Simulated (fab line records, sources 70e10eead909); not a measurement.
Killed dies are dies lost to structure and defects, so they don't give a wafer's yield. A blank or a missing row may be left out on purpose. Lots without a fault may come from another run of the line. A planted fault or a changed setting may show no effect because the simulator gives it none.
Which tool did it? | flow nand_harc | 23 lots, 69 wafers sampled, at 6 steps of a route of 1302

WHAT THE GAUGES READ, wafer by wafer
The record holds no reading of a measuring or inspecting step that can be judged against a usual standard deviation.

WHICH TOOL RAN EACH LOT (tool, then ch and the chambers of the sampled wafers, then the start)
lot  | NHARC_A_STAIRCASE_ETCH_192                    | NHARC_A_STAIRCASE_TRIM_233                    | NHARC_A_STAIRCASE_ETCH_234                    | NHARC_A_STAIRCASE_DESCUM_270       | NHARC_A_STAIRCASE_ETCH_271         | NHARC_A_STAIRCASE_ETCH_452
L075 | rie_diel-09 ch 0,1, day 16 15:05 or earlier   | rie_diel-02 ch 0,2,3, day 16 15:05 or earlier | rie_diel-02 ch 0,1,3, day 16 15:05 or earlier | rie_diel-02 ch 2,3, day 16 15:05   | rie_diel-02 ch 0,1, day 16 15:10   | rie_diel-13 ch 2,3, no start
L074 | rie_diel-09 ch 1,2,3, day 16 12:04 or earlier | rie_diel-09 ch 1,2, day 16 12:04 or earlier   | rie_diel-09 ch 0,1, day 16 12:04 or earlier   | rie_diel-13 ch 2,3, day 16 12:04   | rie_diel-13 ch 0,2,3, day 16 12:10 | rie_diel-02 ch 0,2,3, no start
L077 | rie_diel-09 ch 1,2, day 17 09:41 or earlier   | rie_diel-02 ch 1,2,3, day 17 09:41 or earlier | rie_diel-02 ch 1,3, day 17 09:41 or earlier   | rie_diel-09 ch 0,2, day 17 09:41   | rie_diel-09 ch 0,1,3, day 17 09:45 | rie_diel-09 ch 0,1,3, no start
L076 | rie_diel-02 ch 2,3, day 17 15:00 or earlier   | rie_diel-02 ch 0,1,2, day 17 15:00 or earlier | rie_diel-02 ch 0,1,3, day 17 15:00 or earlier | rie_diel-13 ch 1,2,3, day 17 15:00 | rie_diel-13 ch 0,1,2, day 17 15:07 | rie_diel-13 ch 1,2,3, no start
L078 | rie_diel-09 ch 1,2, day 17 16:30 or earlier   | rie_diel-09 ch 1,2,3, day 17 16:30 or earlier | rie_diel-09 ch 0,1,2, day 17 16:30 or earlier | rie_diel-13 ch 2,3, day 17 16:30   | rie_diel-13 ch 0,2,3, day 17 17:36 | rie_diel-09 ch 0,1,2, no start
L079 | rie_diel-02 ch 0,1,2, day 18 17:47 or earlier | rie_diel-02 ch 0,1,3, day 18 17:47 or earlier | rie_diel-02 ch 0,1,3, day 18 17:47 or earlier | rie_diel-02 ch 0,1, day 18 17:47   | rie_diel-02 ch 0,1,3, day 18 17:52 | rie_diel-02 ch 2,3, no start
L080 | rie_diel-13 ch 0,1,2, day 19 04:03 or earlier | rie_diel-02 ch 0,1, day 19 04:03 or earlier   | rie_diel-02 ch 1,2,3, day 19 04:03 or earlier | rie_diel-02 ch 0,1,3, day 19 04:03 | rie_diel-02 ch 0,1,2, day 19 04:10 | rie_diel-13 ch 0,2, no start
L081 | rie_diel-09 ch 0,1,3, day 19 14:20 or earlier | rie_diel-13 ch 0,1, day 19 14:20 or earlier   | rie_diel-13 ch 1,2,3, day 19 14:20 or earlier | rie_diel-13 ch 1,2, day 19 14:20   | rie_diel-13 ch 0,1,2, day 19 14:25 | rie_diel-13 ch 0,1, no start
L082 | rie_diel-02 ch 2,3, day 20 09:19 or earlier   | rie_diel-02 ch 0,3, day 20 09:19 or earlier   | rie_diel-02 ch 1,2, day 20 09:19 or earlier   | rie_diel-09 ch 0,1,2, day 20 09:19 | rie_diel-09 ch 1,2,3, day 20 09:24 | rie_diel-13 ch 0,2,3, no start
L084 | rie_diel-02 ch 0,1,3, day 20 21:28 or earlier | rie_diel-02 ch 1,2,3, day 20 21:28 or earlier | rie_diel-02 ch 0,1, day 20 21:28 or earlier   | rie_diel-02 ch 2,3, day 20 21:28   | rie_diel-02 ch 0,2,3, day 20 21:33 | rie_diel-02 ch 1,2, no start
L083 | rie_diel-13 ch 1,2,3, day 20 23:19 or earlier | rie_diel-02 ch 1,2,3, day 20 23:19 or earlier | rie_diel-02 ch 1,2,3, day 20 23:19 or earlier | rie_diel-09 ch 0,1,2, day 20 23:19 | rie_diel-09 ch 1,2, day 20 23:23   | rie_diel-09 ch 0,1,2, no start
L085 | rie_diel-13 ch 0,1,3, day 21 05:34 or earlier | rie_diel-09 ch 0,1,3, day 21 05:34 or earlier | rie_diel-09 ch 0,1,2, day 21 05:34 or earlier | rie_diel-02 ch 1,2,3, day 21 05:34 | rie_diel-02 ch 0,1,2, day 21 05:39 | rie_diel-02 ch 0,1,2, no start
L086 | rie_diel-09 ch 1,2,3, day 21 05:25 or earlier | rie_diel-13 ch 0,1,2, day 21 05:25 or earlier | rie_diel-13 ch 0,1,3, day 21 05:25 or earlier | rie_diel-13 ch 1,2, day 21 05:25   | rie_diel-13 ch 0,1,3, day 21 05:31 | rie_diel-09 ch 0,2,3, no start
L089 | rie_diel-13 ch 1,2,3, day 22 13:57 or earlier | rie_diel-09 ch 0,1, day 22 13:57 or earlier   | rie_diel-09 ch 1,2, day 22 13:57 or earlier   | rie_diel-13 ch 0,1,3, day 22 13:57 | rie_diel-13 ch 2,3, day 22 14:01   | rie_diel-09 ch 1,2,3, no start
L088 | rie_diel-02 ch 0,1, day 22 19:08 or earlier   | rie_diel-09 ch 0,2, day 22 19:08 or earlier   | rie_diel-09 ch 0,2,3, day 22 19:08 or earlier | rie_diel-09 ch 0,3, day 22 19:08   | rie_diel-09 ch 1,3, day 22 19:13   | rie_diel-09 ch 0,2,3, no start
L091 | rie_diel-02 ch 1,3, day 23 11:02 or earlier   | rie_diel-13 ch 0,2,3, day 23 11:02 or earlier | rie_diel-13 ch 0,2, day 23 11:02 or earlier   | rie_diel-13 ch 0,1, day 23 11:02   | rie_diel-13 ch 0,3, day 23 11:13   | rie_diel-13 ch 0,1, no start
L090 | rie_diel-02 ch 1,2, day 23 21:28 or earlier   | rie_diel-09 ch 0,2,3, day 23 21:28 or earlier | rie_diel-09 ch 0,2,3, day 23 21:28 or earlier | rie_diel-02 ch 1,2, day 23 21:28   | rie_diel-02 ch 2,3, day 23 21:33   | rie_diel-09 ch 0,1, no start
L093 | rie_diel-13 ch 1,2, day 23 20:37 or earlier   | rie_diel-09 ch 0,1,3, day 23 20:37 or earlier | rie_diel-09 ch 0,2,3, day 23 20:37 or earlier | rie_diel-09 ch 0,1,3, day 23 20:37 | rie_diel-09 ch 0,3, day 23 20:42   | rie_diel-02 ch 0,2,3, no start
L092 | rie_diel-09 ch 0,2,3, day 24 14:11 or earlier | rie_diel-13 ch 2,3, day 24 14:11 or earlier   | rie_diel-13 ch 0,3, day 24 14:11 or earlier   | rie_diel-02 ch 0,2,3, day 24 14:11 | rie_diel-02 ch 1,2,3, day 24 14:17 | rie_diel-13 ch 0,3, no start
L094 | rie_diel-13 ch 0,1,2, day 24 21:53 or earlier | rie_diel-09 ch 0,2,3, day 24 21:53 or earlier | rie_diel-09 ch 1,2,3, day 24 21:53 or earlier | rie_diel-13 ch 0,1,3, day 24 21:53 | rie_diel-13 ch 0,1,2, day 24 22:23 | rie_diel-02 ch 0,1,2, no start
L095 | rie_diel-02 ch 0,1,2, day 25 01:29 or earlier | rie_diel-09 ch 0,1,2, day 25 01:29 or earlier | rie_diel-09 ch 0,1,2, day 25 01:29 or earlier | rie_diel-09 ch 0,1,3, day 25 01:29 | rie_diel-09 ch 1,2, day 25 01:35   | rie_diel-02 ch 0,2,3, no start
L096 | rie_diel-09 ch 0,1,3, day 25 22:41 or earlier | rie_diel-02 ch 0,2,3, day 25 22:41 or earlier | rie_diel-02 ch 0,1, day 25 22:41 or earlier   | rie_diel-02 ch 0,1,2, day 25 22:41 | rie_diel-02 ch 0,1,2, day 25 22:47 | rie_diel-13 ch 1,2,3, no start
L097 | rie_diel-13 ch 0,2,3, day 25 22:50 or earlier | rie_diel-09 ch 2,3, day 25 22:50 or earlier   | rie_diel-09 ch 0,1, day 25 22:50 or earlier   | rie_diel-13 ch 0,2, day 25 22:50   | rie_diel-13 ch 0,2,3, day 25 22:56 | rie_diel-02 ch 0,2, no start
- NHARC_A_STAIRCASE_ETCH_192: etches the open film in C4F8/O2, target depth 100 nm, time 40.5 s.
- NHARC_A_STAIRCASE_TRIM_233: chemistry O2, time 211.2 s.
- NHARC_A_STAIRCASE_ETCH_234: etches the open film in C4F8/O2, target depth 100 nm, time 40.5 s.
- NHARC_A_STAIRCASE_DESCUM_270: chemistry O2, time 3 s.
- NHARC_A_STAIRCASE_ETCH_271: etches the open film in CF4/CHF3.
- NHARC_A_STAIRCASE_ETCH_452: etches the open film in CF4/O2, target depth 30 nm, overetch 3 nm, time 16.5 s.

WHAT THE TOOLS THEMSELVES READ (means of the sampled wafers that have a number; where no wafer has one, the mark that the record gives instead)
NHARC_A_STAIRCASE_ETCH_192.
lot  | tool        | oes_product_au (a.u.) | rf_vpp_V (V)
L075 | rie_diel-09 | 0.937                 | 900
L074 | rie_diel-09 | 0.951                 | 897
L077 | rie_diel-09 | 0.939                 | 900
L076 | rie_diel-02 | 0.949                 | 893
L078 | rie_diel-09 | 0.954                 | 899
L079 | rie_diel-02 | 0.943                 | 898
L080 | rie_diel-13 | 0.949                 | 897
L081 | rie_diel-09 | 0.939                 | 897
L082 | rie_diel-02 | 0.952                 | 900
L084 | rie_diel-02 | 0.945                 | 896
L083 | rie_diel-13 | 0.947                 | 896
L085 | rie_diel-13 | 0.949                 | 899
L086 | rie_diel-09 | 0.947                 | 896
L089 | rie_diel-13 | 0.949                 | 896
L088 | rie_diel-02 | 0.943                 | 897
L091 | rie_diel-02 | 0.928                 | 898
L090 | rie_diel-02 | 0.946                 | 902
L093 | rie_diel-13 | 0.950                 | 897
L092 | rie_diel-09 | 0.952                 | 898
L094 | rie_diel-13 | 0.956                 | 896
L095 | rie_diel-02 | 0.940                 | 899
L096 | rie_diel-09 | 0.932                 | 897
L097 | rie_diel-13 | 0.956                 | 895

NHARC_A_STAIRCASE_TRIM_233.
lot  | tool        | drypump_motor_current_A (A) | oes_product_au (a.u.) | rf_vpp_V (V) | showerhead_plenum_p_Torr (Torr) | throttle_valve_pct (%)
L075 | rie_diel-02 | 5.9                         | 0.997                 | 56.9         | 3.39                            | 17.025
L074 | rie_diel-09 | 6.1                         | 1.004                 | 58.5         | 3.64                            | 17.043
L077 | rie_diel-02 | 5.5                         | 1.007                 | 58.5         | 3.50                            | 17.037
L076 | rie_diel-02 | 5.7                         | 1.002                 | 56.6         | 3.43                            | 17.035
L078 | rie_diel-09 | 5.6                         | 1.006                 | 57.5         | 3.55                            | 17.037
L079 | rie_diel-02 | 5.7                         | 0.990                 | 58.8         | 3.52                            | 17.042
L080 | rie_diel-02 | 5.9                         | 0.995                 | 58.0         | 3.45                            | 17.041
L081 | rie_diel-13 | 5.9                         | 0.986                 | 58.2         | 3.63                            | 17.033
L082 | rie_diel-02 | 6.1                         | 0.996                 | 56.9         | 3.41                            | 17.046
L084 | rie_diel-02 | 5.5                         | 1.002                 | 58.1         | 3.66                            | 17.041
L083 | rie_diel-02 | 5.5                         | 0.995                 | 58.1         | 3.66                            | 17.041
L085 | rie_diel-09 | 5.6                         | 1.004                 | 57.4         | 3.56                            | 17.037
L086 | rie_diel-13 | 5.9                         | 0.999                 | 57.9         | 3.54                            | 17.034
L089 | rie_diel-09 | 5.7                         | 1.011                 | 57.6         | 3.61                            | 17.035
L088 | rie_diel-09 | 6.2                         | 0.997                 | 58.3         | 3.71                            | 17.030
L091 | rie_diel-13 | 5.9                         | 1.016                 | 57.8         | 3.51                            | 17.033
L090 | rie_diel-09 | 5.8                         | 0.997                 | 57.8         | 3.58                            | 17.046
L093 | rie_diel-09 | 5.5                         | 0.999                 | 58.0         | 3.55                            | 17.035
L092 | rie_diel-13 | 5.8                         | 1.004                 | 57.0         | 3.43                            | 17.031
L094 | rie_diel-09 | 5.8                         | 0.997                 | 57.9         | 3.58                            | 17.033
L095 | rie_diel-09 | 6.0                         | 1.002                 | 57.6         | 3.64                            | 17.034
L096 | rie_diel-02 | 5.9                         | 1.000                 | 58.4         | 3.54                            | 17.040
L097 | rie_diel-09 | 5.4                         | 1.003                 | 58.1         | 3.45                            | 17.034

NHARC_A_STAIRCASE_ETCH_234.
lot  | tool        | oes_product_au (a.u.) | rf_vpp_V (V)
L075 | rie_diel-02 | 0.955                 | 895
L074 | rie_diel-09 | 0.935                 | 900
L077 | rie_diel-02 | 0.954                 | 899
L076 | rie_diel-02 | 0.946                 | 895
L078 | rie_diel-09 | 0.948                 | 901
L079 | rie_diel-02 | 0.947                 | 896
L080 | rie_diel-02 | 0.933                 | 901
L081 | rie_diel-13 | 0.946                 | 896
L082 | rie_diel-02 | 0.944                 | 904
L084 | rie_diel-02 | 0.938                 | 892
L083 | rie_diel-02 | 0.941                 | 901
L085 | rie_diel-09 | 0.946                 | 901
L086 | rie_diel-13 | 0.945                 | 898
L089 | rie_diel-09 | 0.961                 | 898
L088 | rie_diel-09 | 0.944                 | 898
L091 | rie_diel-13 | 0.938                 | 893
L090 | rie_diel-09 | 0.933                 | 898
L093 | rie_diel-09 | 0.948                 | 897
L092 | rie_diel-13 | 0.949                 | 897
L094 | rie_diel-09 | 0.955                 | 895
L095 | rie_diel-09 | 0.946                 | 900
L096 | rie_diel-02 | 0.943                 | 896
L097 | rie_diel-09 | 0.942                 | 898

NHARC_A_STAIRCASE_DESCUM_270.
lot  | tool        | drypump_motor_current_A (A) | oes_product_au (a.u.) | rf_vpp_V (V) | showerhead_plenum_p_Torr (Torr) | throttle_valve_pct (%)
L075 | rie_diel-02 | 5.7                         | 1.002                 | 57.2         | 1.87                            | 11.308
L074 | rie_diel-13 | 5.8                         | 1.002                 | 58.0         | 1.88                            | 11.321
L077 | rie_diel-09 | 6.3                         | 1.002                 | 58.6         | 2.01                            | 11.310
L076 | rie_diel-13 | 5.9                         | 1.003                 | 58.2         | 1.91                            | 11.312
L078 | rie_diel-13 | 5.9                         | 0.995                 | 57.8         | 1.90                            | 11.312
L079 | rie_diel-02 | 5.5                         | 0.990                 | 58.2         | 1.93                            | 11.325
L080 | rie_diel-02 | 5.7                         | 0.990                 | 57.5         | 1.91                            | 11.308
L081 | rie_diel-13 | 5.9                         | 1.006                 | 58.7         | 1.92                            | 11.316
L082 | rie_diel-09 | 6.0                         | 1.008                 | 58.1         | 1.99                            | 11.322
L084 | rie_diel-02 | 5.6                         | 1.003                 | 59.2         | 2.02                            | 11.304
L083 | rie_diel-09 | 6.0                         | 0.998                 | 58.1         | 1.99                            | 11.321
L085 | rie_diel-02 | 5.5                         | 0.997                 | 57.7         | 1.99                            | 11.308
L086 | rie_diel-13 | 5.8                         | 1.013                 | 57.7         | 1.87                            | 11.313
L089 | rie_diel-13 | 5.9                         | 0.996                 | 58.5         | 1.94                            | 11.316
L088 | rie_diel-09 | 5.4                         | 0.994                 | 58.0         | 1.89                            | 11.314
L091 | rie_diel-13 | 5.9                         | 1.002                 | 58.3         | 1.96                            | 11.322
L090 | rie_diel-02 | 5.3                         | 0.988                 | 58.0         | 2.01                            | 11.318
L093 | rie_diel-09 | 5.6                         | 0.997                 | 58.2         | 1.92                            | 11.318
L092 | rie_diel-02 | 5.8                         | 0.998                 | 57.0         | 1.92                            | 11.308
L094 | rie_diel-13 | 5.9                         | 1.002                 | 57.7         | 1.94                            | 11.311
L095 | rie_diel-09 | 5.5                         | 0.992                 | 58.8         | 1.92                            | 11.303
L096 | rie_diel-02 | 5.7                         | 1.006                 | 58.1         | 1.94                            | 11.306
L097 | rie_diel-13 | 5.8                         | 1.002                 | 57.5         | 1.87                            | 11.311

NHARC_A_STAIRCASE_ETCH_271.
lot  | tool        | drypump_motor_current_A (A) | oes_product_au (a.u.) | rf_vpp_V (V) | showerhead_plenum_p_Torr (Torr) | throttle_valve_pct (%)
L075 | rie_diel-02 | 5.5                         | 0.934                 | 370.7        | 1.59                            | 16.804
L074 | rie_diel-13 | 5.9                         | 0.956                 | 370.5        | 1.58                            | 16.807
L077 | rie_diel-09 | 5.6                         | 0.974                 | 371.3        | 1.59                            | 16.792
L076 | rie_diel-13 | 5.9                         | 0.942                 | 371.1        | 1.59                            | 16.799
L078 | rie_diel-13 | 5.9                         | 0.930                 | 370.8        | 1.57                            | 16.792
L079 | rie_diel-02 | 5.7                         | 0.946                 | 370.1        | 1.57                            | 16.806
L080 | rie_diel-02 | 5.6                         | 0.928                 | 371.2        | 1.61                            | 16.804
L081 | rie_diel-13 | 5.9                         | 0.965                 | 370.1        | 1.58                            | 16.803
L082 | rie_diel-09 | 5.6                         | 0.969                 | 370.3        | 1.58                            | 16.803
L084 | rie_diel-02 | 5.9                         | 0.971                 | 371.5        | 1.59                            | 16.806
L083 | rie_diel-09 | 6.0                         | 0.931                 | 372.1        | 1.62                            | 16.805
L085 | rie_diel-02 | 5.7                         | 0.929                 | 371.3        | 1.60                            | 16.805
L086 | rie_diel-13 | 5.9                         | 0.979                 | 371.6        | 1.60                            | 16.812
L089 | rie_diel-13 | 5.9                         | 0.973                 | 369.9        | 1.55                            | 16.804
L088 | rie_diel-09 | 5.2                         | 0.974                 | 368.9        | 1.53                            | 16.794
L091 | rie_diel-13 | 5.8                         | 0.948                 | 371.7        | 1.60                            | 16.800
L090 | rie_diel-02 | 5.7                         | 0.972                 | 372.3        | 1.61                            | 16.811
L093 | rie_diel-09 | 5.4                         | 0.971                 | 369.2        | 1.56                            | 16.805
L092 | rie_diel-02 | 5.5                         | 0.921                 | 372.2        | 1.62                            | 16.805
L094 | rie_diel-13 | 5.8                         | 0.934                 | 370.7        | 1.57                            | 16.808
L095 | rie_diel-09 | 5.8                         | 0.938                 | 371.8        | 1.59                            | 16.810
L096 | rie_diel-02 | 5.6                         | 0.969                 | 371.0        | 1.59                            | 16.803
L097 | rie_diel-13 | 5.8                         | 0.972                 | 369.9        | 1.56                            | 16.797

NHARC_A_STAIRCASE_ETCH_452.
lot  | tool        | drypump_motor_current_A (A) | oes_product_au (a.u.) | rf_vpp_V (V) | showerhead_plenum_p_Torr (Torr) | throttle_valve_pct (%)
L075 | rie_diel-13 | 5.8                         | 1.006                 | 197.6        | 1.33                            | 13.403
L074 | rie_diel-02 | 5.9                         | 0.995                 | 197.4        | 1.28                            | 13.390
L077 | rie_diel-09 | 5.5                         | 0.990                 | 197.1        | 1.35                            | 13.398
L076 | rie_diel-13 | 5.9                         | 1.001                 | 198.1        | 1.33                            | 13.398
L078 | rie_diel-09 | 6.0                         | 0.994                 | 199.0        | 1.39                            | 13.398
L079 | rie_diel-02 | 5.7                         | 0.998                 | 198.0        | 1.38                            | 13.400
L080 | rie_diel-13 | 5.9                         | 0.999                 | 198.4        | 1.34                            | 13.395
L081 | rie_diel-13 | 5.9                         | 1.000                 | 199.0        | 1.37                            | 13.396
L082 | rie_diel-13 | 5.8                         | 1.001                 | 198.6        | 1.33                            | 13.403
L084 | rie_diel-02 | 5.3                         | 0.996                 | 198.6        | 1.40                            | 13.392
L083 | rie_diel-09 | 6.0                         | 1.003                 | 198.7        | 1.38                            | 13.396
L085 | rie_diel-02 | 5.6                         | 0.999                 | 199.0        | 1.36                            | 13.391
L086 | rie_diel-09 | 5.8                         | 0.997                 | 198.8        | 1.36                            | 13.402
L089 | rie_diel-09 | 5.6                         | 0.996                 | 197.9        | 1.33                            | 13.395
L088 | rie_diel-09 | 5.8                         | 0.991                 | 197.7        | 1.36                            | 13.397
L091 | rie_diel-13 | 5.8                         | 1.004                 | 198.4        | 1.37                            | 13.397
L090 | rie_diel-09 | 6.0                         | 1.000                 | 197.8        | 1.39                            | 13.405
L093 | rie_diel-02 | 5.9                         | 0.994                 | 198.2        | 1.34                            | 13.395
L092 | rie_diel-13 | 5.9                         | 1.004                 | 198.5        | 1.36                            | 13.409
L094 | rie_diel-02 | 5.7                         | 1.003                 | 198.5        | 1.35                            | 13.391
L095 | rie_diel-02 | 5.8                         | 0.998                 | 198.1        | 1.34                            | 13.395
L096 | rie_diel-13 | 5.9                         | 1.002                 | 197.4        | 1.32                            | 13.397
L097 | rie_diel-02 | 5.8                         | 1.004                 | 198.7        | 1.37                            | 13.394

THE ANSWER, worked out from the rows above alone
Rule: what is usual is taken from the lots themselves. Put in order of their means at a reading, lots are off if they are a third of the lots or fewer, leave a main group of 4 or more, and stand apart from it by a gap of 3 or more times the standard deviation of the main group's means; of several such gaps the widest counts. A main group whose means are all the same, to the digits that the tables above print for the reading, isn't used. A lot without any number at a reading at which 4 lots or more have one is off too. The other lots that the step has rows for count as sound. The gauges are gone through in route order, then the tools' own readings, and for those a lot's mean is taken as printed above. The first step at which some lot is off is used, and at that step the reading that is off furthest; a lot without a number counts as furthest.
No lot is off at any reading shown: from this, nothing can be told.

WHAT THE SIMULATOR HAD PUT IN
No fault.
